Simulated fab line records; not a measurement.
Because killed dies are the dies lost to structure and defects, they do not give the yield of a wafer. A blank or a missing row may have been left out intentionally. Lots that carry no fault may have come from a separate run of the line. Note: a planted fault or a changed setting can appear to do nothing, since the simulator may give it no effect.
fab line records + flow n5-finfet
record:
- lots: 10
- wafers: 26
- last-day: 17
route steps=1938 shown FIN_SAQP@137 FIN_CUT@160 BEOL_M4@1111
lots with no fault: from the same line, run without faults
start-h: start of the lot's first displayed wafer, in hours after the record's first day + wait-h: how many hours have passed since the lot's step before this one + " unchanged from the row above + L1.1+2: a row that stands for several wafers + - no value, or no start was given + * or withheld: withheld + < > ~ a bound
route shown NAME@n: names a module that has steps shown in the file, with the first one's number in the route + usual: mean/standard deviation of fault-free wafers + same: alike in all rows + chamber/n: place in a boat + sites: each site's reading + _std_site: standard deviation of those values + _edge_site: inner sites' mean taken away from outer sites' mean + radius-mm: for every site, how far away it sits from the centre of the wafer + mask NAME#n: copy n + behind: the most recent tool/chamber to have shaped the wafer + hold: what put the lot on hold/how long, in hours/how the hold closed + device: whichever transistor did not switch (one of n, p or np) + end of line: at the end of the route, the tests of the same wafers + step lacking rows: just its recipe + killed: count of dies lost to structure and defects at first sort (not the wafer's yield) + map: dies across one wafer; x = killed, . = not, _ = none there
set.NAME: the setting that was run; set.NAME@STEP: the one run at that earlier step + model.NAME: the simulator's own value behind a step, which no gauge read
the route's steps for a sample of lots (tables are steps, rows are wafers)
services: the hour from which a tool's chamber was out of use, counted from the record's first day as start-h (under 0 if before that day), plus the number of hours and why
== steps ==
step: N5_FIN_SAQP_RECESS_71
recipe:
- chemistry: HF/NH3
- target: SiO2
- target-depth-a: 30
- afs-cycles: 1
- temp-c: 30
- sublimation-temp-c: 180
- sublimation-time-s: 60
usual:
- drypump-motor-current-A: 5.9/0.54
- temp-c: 30.00/0.11
| lot.wafer | tool          | chamber | start-h | wait-h | drypump-motor-current-A | temp-c |
|-----------|---------------|---------|---------|--------|-------------------------|--------|
| L891.1    | vapor-etch-02 | 0       | 37.06   | 0.0    | 6.2                     | 29.98  |
| L891.3    | "             | 0       | "       | "      | 6.2                     | 29.96  |
| L892.2    | vapor-etch-01 | 0       | 43.21   | 0.0    | 5.0                     | 29.84  |
| L892.3    | "             | 1       | "       | "      | 6.2                     | 30.10  |
| L892.6    | "             | 1       | "       | "      | 6.2                     | 30.04  |
| L899.2    | vapor-etch-02 | 1       | 86.92   | 0.0    | 6.2                     | 29.88  |
| L899.4    | "             | 1       | "       | "      | 6.2                     | 29.95  |
| L899.5    | "             | 0       | "       | "      | 6.2                     | 30.15  |
| L900.1    | vapor-etch-01 | 0       | 92.22   | 0.0    | 5.0                     | 30.09  |
| L900.3    | "             | 0       | "       | "      | 5.0                     | 30.10  |
| L900.6    | "             | 1       | "       | "      | 6.2                     | 30.13  |
| L902.1    | vapor-etch-01 | 0       | 103.73  | 0.0    | 5.0                     | 29.96  |
| L902.3    | "             | 1       | "       | "      | 6.2                     | 29.80  |
| L902.6    | "             | 0       | "       | "      | 5.0                     | 29.94  |
| L905.2    | vapor-etch-02 | 1       | 121.56  | 0.0    | 6.2                     | 30.04  |
| L905.5    | "             | 1       | "       | "      | 6.2                     | 30.03  |
| L905.6    | "             | 0       | "       | "      | 6.2                     | 30.12  |
| L907.3    | vapor-etch-02 | 1       | 133.20  | 0.1    | 6.2                     | 30.13  |
| L907.4    | "             | 0       | "       | "      | 6.2                     | 29.98  |
| L908.3    | vapor-etch-01 | 1       | 138.36  | 0.2    | 6.2                     | 29.98  |
| L908.4    | "             | 0       | "       | "      | 5.0                     | 30.14  |
| L908.5    | "             | 1       | "       | "      | 6.2                     | 30.05  |
| L909.2    | vapor-etch-01 | 1       | 144.77  | 0.0    | 6.2                     | 29.86  |
| L909.5    | "             | 0       | "       | "      | 5.0                     | 30.01  |
| L911.3    | vapor-etch-02 | 0       | 156.93  | 0.1    | 6.2                     | 30.10  |
| L911.6    | "             | 0       | "       | "      | 6.2                     | 30.00  |
step: N5_FIN_SAQP_ETCH_64
recipe:
- chemistry: CF4
- target: SiO2
- target-depth-a: 15
- ion-energy-ev: 350
- pressure-mtorr: 10
- icp-w: 800
- bias-w: 400
- cf4-flow-sccm: 80
usual:
- cf4-flow-sccm: 79.99/0.25
- drypump-motor-current-A: 5.8/0.4
- oes-product-au: 1.006/0.022
- throttle-valve-pct: 21.75/0.21
| lot.wafer | tool      | chamber | start-h | wait-h | cf4-flow-sccm | drypump-motor-current-A | oes-product-au | rf-hours-counter-h | throttle-valve-pct |
|-----------|-----------|---------|---------|--------|---------------|-------------------------|----------------|--------------------|--------------------|
| L891.1    | rie-si-04 | 0       | 38.40   | 0.0    | 79.97         | 4.9                     | 1.028          | 163                | 21.60              |
| L891.3    | "         | 1       | "       | "      | 80.38         | 5.7                     | 1.024          | 195                | 21.56              |
| L892.2    | rie-si-06 | 3       | 44.58   | 0.0    | 79.93         | 6.0                     | 0.995          | 15                 | 21.94              |
| L892.3    | "         | 0       | "       | "      | 80.04         | 6.3                     | 0.972          | 53                 | 21.43              |
| L892.6    | "         | 3       | "       | "      | 80.17         | 6.0                     | 1.007          | -                  | 21.95              |
| L899.2    | rie-si-02 | 2       | 87.99   | 0.0    | 80.30         | 5.8                     | 1.015          | 113                | 21.97              |
| L899.4    | "         | 0       | "       | "      | 79.80         | 6.2                     | 1.022          | 83                 | 21.78              |
| L899.5    | "         | 0       | "       | "      | 79.77         | 6.2                     | 1.017          | -                  | 21.77              |
| L900.1    | rie-si-06 | 2       | 93.69   | 0.0    | 79.87         | 6.1                     | 1.017          | 42                 | 21.85              |
| L900.3    | "         | 3       | "       | "      | 80.34         | 6.0                     | 1.005          | 16                 | 21.95              |
| L900.6    | "         | 2       | "       | "      | 80.13         | 6.1                     | 1.007          | -                  | 21.85              |
| L902.1    | rie-si-06 | 1       | 104.81  | 0.0    | 79.63         | 5.5                     | 1.000          | 135                | 21.87              |
| L902.3    | "         | 0       | "       | "      | 80.27         | 6.3                     | 0.963          | 54                 | 21.42              |
| L902.6    | "         | 0       | "       | "      | 79.92         | 6.2                     | 0.976          | -                  | 21.40              |
| L905.2    | rie-si-04 | 3       | 123.09  | 0.0    | 80.02         | 6.2                     | 1.001          | 2                  | 21.40              |
| L905.5    | "         | 1       | "       | "      | 80.22         | 5.7                     | 1.022          | -                  | 21.57              |
| L905.6    | "         | 0       | "       | "      | 79.64         | 4.8                     | 1.040          | -                  | 21.61              |
| L907.3    | rie-si-04 | 0       | 134.18  | 0.0    | 80.27         | 4.9                     | 1.025          | 165                | 21.60              |
| L907.4    | "         | 0       | "       | "      | 80.15         | 4.9                     | 1.023          | -                  | 21.61              |
| L908.3    | rie-si-04 | 0       | 139.31  | 0.0    | 79.69         | 4.9                     | 1.019          | 165                | 21.59              |
| L908.4    | "         | 3       | "       | "      | 80.40         | 6.2                     | 0.987          | -                  | 21.40              |
| L908.5    | "         | 2       | "       | "      | 80.04         | 5.8                     | 0.971          | -                  | 21.83              |
| L909.2    | rie-si-02 | 0       | 145.80  | 0.0    | 79.52         | 6.2                     | 1.026          | 84                 | 21.78              |
| L909.5    | "         | 2       | "       | "      | 79.80         | 5.8                     | 1.014          | -                  | 21.96              |
| L911.3    | rie-si-06 | 0       | 158.03  | 0.0    | 80.03         | 6.2                     | 0.962          | 55                 | 21.41              |
| L911.6    | "         | 3       | "       | "      | 80.29         | 6.0                     | 1.005          | -                  | 21.96              |
step: N5_FIN_CUT_EXPOSE_05
recipe:
- mask-id: FIN_CUT
- na: 0.33
- source-shape: annular
- sigma-inner: 0.35
- sigma-outer: 0.8
- polarization: unpolarized
- dose-mj: 45.75
usual:
- exposure-dose-mJ-cm2: 46.3/0.61
- stage-msd-nm: 0.850/0.009
| lot.wafer | tool           | chamber | start-h | wait-h | mask      | exposure-dose-mJ-cm2 | stage-msd-nm |
|-----------|----------------|---------|---------|--------|-----------|----------------------|--------------|
| L891.1    | euv-scanner-02 | 0       | 38.97   | -      | FIN_CUT#0 | 46.8                 | 0.849        |
| L891.3    | "              | 0       | "       | "      | FIN_CUT#0 | 46.8                 | 0.850        |
| L892.2    | euv-scanner-02 | 0       | 45.03   | -      | FIN_CUT#0 | 46.8                 | 0.851        |
| L892.3    | "              | 0       | "       | "      | FIN_CUT#0 | 46.9                 | 0.848        |
| L892.6    | "              | 0       | "       | "      | FIN_CUT#0 | 46.8                 | 0.849        |
| L899.2    | euv-scanner-02 | 0       | 88.46   | -      | FIN_CUT#0 | 50.5                 | 0.856        |
| L899.4    | "              | 0       | "       | "      | FIN_CUT#0 | 50.5                 | 0.858        |
| L899.5    | "              | 0       | "       | "      | FIN_CUT#0 | 50.4                 | 0.856        |
| L900.1    | euv-scanner-02 | 0       | 94.13   | -      | FIN_CUT#0 | 49.9                 | 0.860        |
| L900.3    | "              | 0       | "       | "      | FIN_CUT#0 | 49.7                 | 0.859        |
| L900.6    | "              | 0       | "       | "      | FIN_CUT#0 | 49.8                 | 0.862        |
| L902.1    | euv-scanner-01 | 0       | 105.24  | -      | FIN_CUT#0 | 45.6                 | 0.845        |
| L902.3    | "              | 0       | "       | "      | FIN_CUT#0 | 45.5                 | 0.841        |
| L902.6    | "              | 0       | "       | "      | FIN_CUT#0 | 45.6                 | 0.845        |
| L905.2    | euv-scanner-01 | 0       | 123.66  | -      | FIN_CUT#0 | 45.7                 | 0.843        |
| L905.5    | "              | 0       | "       | "      | FIN_CUT#0 | 45.6                 | 0.845        |
| L905.6    | "              | 0       | "       | "      | FIN_CUT#0 | 45.6                 | 0.840        |
| L907.3    | euv-scanner-01 | 0       | 134.79  | -      | FIN_CUT#0 | 45.6                 | 0.840        |
| L907.4    | "              | 0       | "       | "      | FIN_CUT#0 | 45.6                 | 0.840        |
| L908.3    | euv-scanner-01 | 0       | 139.77  | -      | FIN_CUT#0 | 45.6                 | 0.843        |
| L908.4    | "              | 0       | "       | "      | FIN_CUT#0 | 45.6                 | 0.841        |
| L908.5    | "              | 0       | "       | "      | FIN_CUT#0 | 45.6                 | 0.837        |
| L909.2    | euv-scanner-01 | 0       | 146.25  | -      | FIN_CUT#0 | 45.6                 | 0.839        |
| L909.5    | "              | 0       | "       | "      | FIN_CUT#0 | 45.6                 | 0.839        |
| L911.3    | euv-scanner-01 | 0       | 158.61  | -      | FIN_CUT#0 | 45.5                 | 0.834        |
| L911.6    | "              | 0       | "       | "      | FIN_CUT#0 | 45.6                 | 0.833        |
step: N5_FIN_CUT_CD_MEAS_08
recipe:
- target-cd-nm: 29.1
- landing-energy-ev: 500
- detector: se-inlens
- polarity: opening
usual:
- cd-nm: 29.08/0.27
| lot.wafer | tool      | chamber | start-h | wait-h | cd-nm |
|-----------|-----------|---------|---------|--------|-------|
| L891.1    | cd-sem-02 | 0       | 39.11   | -      | 28.88 |
| L891.3    | "         | 0       | "       | "      | 28.97 |
| L892.2    | cd-sem-02 | 0       | 45.16   | -      | 29.26 |
| L892.3    | "         | 0       | "       | "      | 28.98 |
| L892.6    | "         | 0       | "       | "      | 29.50 |
| L899.2    | cd-sem-03 | 0       | 88.59   | -      | 30.55 |
| L899.4    | "         | 0       | "       | "      | 31.04 |
| L899.5    | "         | 0       | "       | "      | 30.89 |
| L900.1    | cd-sem-02 | 0       | 94.27   | -      | 30.24 |
| L900.3    | "         | 0       | "       | "      | 29.85 |
| L900.6    | "         | 0       | "       | "      | 30.03 |
| L902.1    | cd-sem-01 | 0       | 105.38  | -      | 29.49 |
| L902.3    | "         | 0       | "       | "      | 29.10 |
| L902.6    | "         | 0       | "       | "      | 29.22 |
| L905.2    | cd-sem-02 | 0       | 123.79  | -      | 29.71 |
| L905.5    | "         | 0       | "       | "      | 29.27 |
| L905.6    | "         | 0       | "       | "      | 29.15 |
| L907.3    | cd-sem-03 | 0       | 134.91  | -      | 29.36 |
| L907.4    | "         | 0       | "       | "      | 29.10 |
| L908.3    | cd-sem-03 | 0       | 139.89  | -      | 29.08 |
| L908.4    | "         | 0       | "       | "      | 29.44 |
| L908.5    | "         | 0       | "       | "      | 29.28 |
| L909.2    | cd-sem-01 | 0       | 146.38  | -      | 29.53 |
| L909.5    | "         | 0       | "       | "      | 29.03 |
| L911.3    | cd-sem-03 | 0       | 158.73  | -      | 29.12 |
| L911.6    | "         | 0       | "       | "      | 28.79 |
step: N5_FIN_CUT_CUT_ETCH_27
recipe:
- chemistry: CHF3/O2
- target: SiO2
- target-depth-a: 40
- mask-material: SOC
- overetch-a: 20
- time-s: 4.9
- pressure-mtorr: 30
- source-w: 650
- bias-w: 170
- Ar_flow_sccm: 200
- CHF3_flow_sccm: 50
- O2_flow_sccm: 5
- ion-energy-ev: 200
usual:
- drypump-motor-current-A: 5.8/0.56
- oes-product-au: 0.64/0.063
- rf-vpp-V: 525/13
- showerhead-plenum-p-Torr: 2.45/0.063
- throttle-valve-pct: 18.80/0.3
| lot.wafer | tool        | chamber | start-h | wait-h | drypump-motor-current-A | oes-product-au | rf-hours-counter-h | rf-vpp-V | showerhead-plenum-p-Torr | throttle-valve-pct |
|-----------|-------------|---------|---------|--------|-------------------------|----------------|--------------------|----------|--------------------------|--------------------|
| L891.1    | rie-diel-04 | 2       | 39.72   | 0.0    | 6.4                     | 0.62           | 95                 | 513      | 2.36                     | 19.24              |
| L891.3    | "           | 3       | "       | "      | 5.4                     | 0.57           | 202                | 532      | 2.48                     | 18.69              |
| L892.2    | rie-diel-05 | 2       | 45.76   | 0.0    | 5.2                     | 0.61           | 131                | 519      | 2.42                     | 18.63              |
| L892.3    | "           | 1       | "       | "      | 5.8                     | 0.62           | 113                | 518      | 2.33                     | 18.99              |
| L892.6    | "           | 2       | "       | "      | 5.2                     | 0.61           | -                  | 517      | 2.42                     | 18.62              |
| L899.2    | rie-diel-01 | 2       | 89.20   | 0.0    | 5.3                     | 0.53           | 245                | 535      | 2.38                     | 19.15              |
| L899.4    | "           | 1       | "       | "      | 5.5                     | 0.71           | 41                 | 525      | 2.45                     | 18.29              |
| L899.5    | "           | 3       | "       | "      | 5.2                     | 0.68           | -                  | 523      | 2.45                     | 18.93              |
| L900.1    | rie-diel-01 | 2       | 94.87   | 0.0    | 5.3                     | 0.54           | 247                | 537      | 2.38                     | 19.15              |
| L900.3    | "           | 0       | "       | "      | 6.7                     | 0.72           | 28                 | 536      | 2.55                     | 18.67              |
| L900.6    | "           | 1       | "       | "      | 5.5                     | 0.70           | -                  | 527      | 2.45                     | 18.29              |
| L902.1    | rie-diel-01 | 1       | 106.31  | 0.0    | 5.5                     | 0.71           | 47                 | 527      | 2.44                     | 18.29              |
| L902.3    | "           | 3       | "       | "      | 5.2                     | 0.67           | 42                 | 522      | 2.45                     | 18.95              |
| L902.6    | "           | 3       | "       | "      | 5.2                     | 0.68           | -                  | 523      | 2.45                     | 18.95              |
| L905.2    | rie-diel-04 | 1       | 124.40  | 0.0    | 5.6                     | 0.63           | 97                 | 500      | 2.44                     | 18.79              |
| L905.5    | "           | 1       | "       | "      | 5.6                     | 0.63           | -                  | 500      | 2.44                     | 18.78              |
| L905.6    | "           | 2       | "       | "      | 6.5                     | 0.61           | -                  | 513      | 2.35                     | 19.29              |
| L907.3    | rie-diel-04 | 3       | 135.63  | 0.0    | 5.4                     | 0.56           | 229                | 530      | 2.47                     | 18.73              |
| L907.4    | "           | 2       | "       | "      | 6.4                     | 0.60           | 123                | 513      | 2.35                     | 19.27              |
| L908.3    | rie-diel-01 | 2       | 140.49  | 0.0    | 5.3                     | 0.77           | 4                  | 536      | 2.38                     | 18.82              |
| L908.4    | "           | 1       | "       | "      | 5.5                     | 0.69           | -                  | 528      | 2.44                     | 18.33              |
| L908.5    | "           | 0       | "       | "      | 6.8                     | 0.68           | -                  | 536      | 2.54                     | 18.70              |
| L909.2    | rie-diel-04 | 3       | 146.98  | 0.0    | 5.4                     | 0.55           | 233                | 531      | 2.47                     | 18.73              |
| L909.5    | "           | 0       | "       | "      | 6.5                     | 0.55           | -                  | 540      | 2.48                     | 18.98              |
| L911.3    | rie-diel-04 | 3       | 159.33  | 0.0    | 5.4                     | 0.55           | 237                | 531      | 2.47                     | 18.74              |
| L911.6    | "           | 1       | "       | "      | 5.6                     | 0.62           | -                  | 500      | 2.43                     | 18.80              |
step: N5_BEOL_M4_RC_MEAS_101
usual:
- DIBL_N: 36.3/1.6
- DIBL_P: 36.2/2
- IOFF_N: 0.160/0.028
- IOFF_P: 0.21/0.036
- ION_N: 677/11
- ION_P: 465/6.9
- SS_N: 71.5/0.55
- SS_P: 73.3/0.64
- VT_N: 250/3
- VT_P: -250/3.5
| lot.wafer | tool      | chamber | start-h | wait-h | DIBL_N[mV/V] | DIBL_P[mV/V] | IOFF_N[nA/um] | IOFF_P[nA/um] | ION_N[uA/um] | ION_P[uA/um] | SS_N[mV/dec] | SS_P[mV/dec] | VT_N[mV] | VT_P[mV] |
|-----------|-----------|---------|---------|--------|--------------|--------------|---------------|---------------|--------------|--------------|--------------|--------------|----------|----------|
| L891.1    | prober-01 | 0       | 172.22  | 0.0    | 32.7         | 32.0         | 0.112         | 0.15          | 668          | 454          | 70.4         | 72.0         | 253      | -257     |
| L891.3    | "         | 0       | "       | "      | 35.3         | 35.6         | 0.149         | 0.19          | 671          | 462          | 71.5         | 72.9         | 249      | -253     |
| L892.2    | prober-01 | 0       | 193.52  | 0.2    | 37.0         | 35.5         | 0.146         | 0.23          | 678          | 464          | 71.7         | 72.9         | 249      | -247     |
| L892.3    | "         | 0       | "       | "      | 38.2         | 37.4         | 0.175         | 0.26          | 678          | 474          | 71.3         | 73.4         | 247      | -245     |
| L892.6    | "         | 0       | "       | "      | 39.1         | 37.2         | 0.185         | 0.27          | 683          | 467          | 72.3         | 73.3         | 247      | -243     |
| L900.1    | prober-01 | 0       | 235.13  | 0.0    | 37.4         | 38.2         | 0.186         | 0.24          | 688          | 468          | 72.0         | 74.0         | 246      | -251     |
| L900.3    | "         | 0       | "       | "      | 38.4         | 39.4         | 0.207         | 0.26          | 691          | 466          | 71.6         | 74.6         | 246      | -249     |
| L900.6    | "         | 0       | "       | "      | 36.8         | 37.8         | 0.172         | 0.22          | 670          | 456          | 71.4         | 74.6         | 249      | -252     |
| L899.2    | prober-01 | 0       | 238.57  | 0.2    | 35.6         | 36.5         | 0.143         | 0.18          | 679          | 462          | 71.3         | 73.0         | 252      | -257     |
| L899.4    | "         | 0       | "       | "      | 36.8         | 39.4         | 0.181         | 0.22          | 694          | 470          | 72.5         | 73.3         | 249      | -252     |
| L899.5    | "         | 0       | "       | "      | 35.2         | 38.0         | 0.152         | 0.20          | 671          | 458          | 72.0         | 72.7         | 250      | -255     |
| L902.1    | prober-01 | 0       | 242.18  | 0.0    | 37.0         | 36.9         | 0.165         | 0.19          | 680          | 460          | 72.2         | 73.3         | 249      | -254     |
| L902.3    | "         | 0       | "       | "      | 36.2         | 37.5         | 0.169         | 0.20          | 685          | 469          | 71.6         | 73.2         | 251      | -252     |
| L902.6    | "         | 0       | "       | "      | 37.1         | 37.5         | 0.171         | 0.20          | 691          | 471          | 72.1         | 74.1         | 249      | -256     |
| L905.2    | prober-01 | 0       | 277.53  | 0.2    | 35.6         | 35.3         | 0.145         | 0.19          | 679          | 464          | 71.6         | 72.9         | 250      | -253     |
| L905.5    | "         | 0       | "       | "      | 36.2         | 35.9         | 0.151         | 0.20          | 674          | 459          | 71.7         | 73.0         | 250      | -252     |
| L905.6    | "         | 0       | "       | "      | 33.8         | 34.1         | 0.119         | 0.16          | 669          | 461          | 70.7         | 71.9         | 253      | -253     |
| L908.3    | prober-02 | 0       | 280.67  | 0.3    | 35.7         | 34.2         | 0.147         | 0.22          | 666          | 458          | 71.0         | 72.6         | 250      | -248     |
| L908.4    | "         | 0       | "       | "      | 38.5         | 38.1         | 0.206         | 0.27          | 692          | 471          | 72.0         | 74.1         | 245      | -246     |
| L908.5    | "         | 0       | "       | "      | 37.5         | 35.7         | 0.178         | 0.23          | 697          | 476          | 71.6         | 73.1         | 249      | -250     |
| L907.3    | prober-01 | 0       | 280.76  | 0.3    | 36.1         | 36.7         | 0.142         | 0.19          | 666          | 457          | 71.4         | 73.5         | 254      | -251     |
| L907.4    | "         | 0       | "       | "      | 34.9         | 35.5         | 0.133         | 0.18          | 673          | 463          | 71.2         | 72.8         | 252      | -251     |
| L909.2    | prober-01 | 0       | 300.23  | 0.2    | 33.4         | 31.5         | 0.118         | 0.16          | 669          | 455          | 71.0         | 72.4         | 252      | -255     |
| L909.5    | "         | 0       | "       | "      | 32.2         | 30.3         | 0.107         | 0.15          | 668          | 461          | 69.9         | 72.7         | 255      | -254     |
| L911.3    | prober-01 | 0       | 306.05  | 0.3    | 36.7         | 35.4         | 0.172         | 0.21          | 682          | 463          | 71.5         | 73.3         | 247      | -250     |
| L911.6    | "         | 0       | "       | "      | 35.5         | 34.4         | 0.151         | 0.20          | 684          | 465          | 71.0         | 73.7         | 246      | -248     |
== services ==
| tool           | chamber | start-h | hours | kind                          |
|----------------|---------|---------|-------|-------------------------------|
| euv-scanner-02 | -       | 13.34   | 1.0   | pm                            |
| euv-scanner-01 | -       | 28.41   | 1.0   | pm                            |
| euv-scanner-01 | -       | 33.01   | 0.3   | repair                        |
| euv-scanner-02 | -       | 46.18   | 6.2   | pm                            |
| rie-si-06      | 2       | 64.87   | 7.6   | repair                        |
| rie-si-04      | 2       | 66.32   | 3.5   | repair                        |
| euv-scanner-02 | -       | 69.49   | 1.0   | pm                            |
| vapor-etch-01  | -       | 80.30   | 8.8   | repair                        |
| euv-scanner-01 | -       | 81.20   | 4.6   | pm                            |
| rie-diel-05    | 1       | 95.99   | 7.9   | repair                        |
| rie-diel-01    | 2       | 104.60  | -     | clean                         |
| rie-diel-01    | 2       | 104.60  | -     | consumable-replace:focus-ring |
| rie-diel-01    | 2       | 104.60  | 26.7  | scheduled-down                |
| rie-diel-01    | 2       | 104.60  | 26.7  | vent-cycle                    |
| rie-diel-01    | 3       | 108.65  | 45.3  | repair                        |
| rie-si-06      | 3       | 115.79  | 12.2  | repair                        |
| rie-diel-05    | 0       | 121.56  | 1.7   | repair                        |
| rie-si-04      | 1       | 125.49  | -     | clean                         |
| rie-si-04      | 1       | 125.49  | 23.0  | scheduled-down                |
| euv-scanner-02 | -       | 125.64  | 1.0   | pm                            |
| euv-scanner-02 | -       | 131.30  | 5.8   | pm                            |
| euv-scanner-01 | -       | 140.71  | 1.0   | pm                            |
| rie-si-06      | 0       | 158.76  | 4.7   | repair                        |
| euv-scanner-02 | -       | 159.10  | 4.6   | pm                            |
== key ==
first-sign:
- step: N5_FIN_CUT_EXPOSE_05
- reading: exposure-dose-mJ-cm2
- direction: up
- sigmas: 6.3
- usual: 46.3
- struck: 50.1
effect:
- step: N5_FIN_CUT_CD_MEAS_08
- reading: cd-nm
- direction: up
- sigmas: 5.1
- usual: 29.08
- struck: 30.43
- through: control-loop
met-at N5_FIN_CUT_EXPOSE_05
struck-lots L899,L900
loop-trim:
- step: N5_FIN_CUT_EXPOSE_05
- setting: dose
- lots: L900
not-acting-at N5_FIN_SAQP_RECESS_71,N5_FIN_SAQP_ETCH_64,N5_FIN_CUT_CUT_ETCH_27
onset-between 45.03 88.46
fault:
- kind: process-parameter-drift
- tool: euv-scanner-02
- chamber: -
- onset-h: 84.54
- steps: N5_FIN_CUT_EXPOSE_05
- channel: dose-mj
- offset: 3.6848
- shape: step
- acts-in: these-recipes-only
- stated: 45.75
loop-trim: a control loop set the setting to another value than it would have without faults
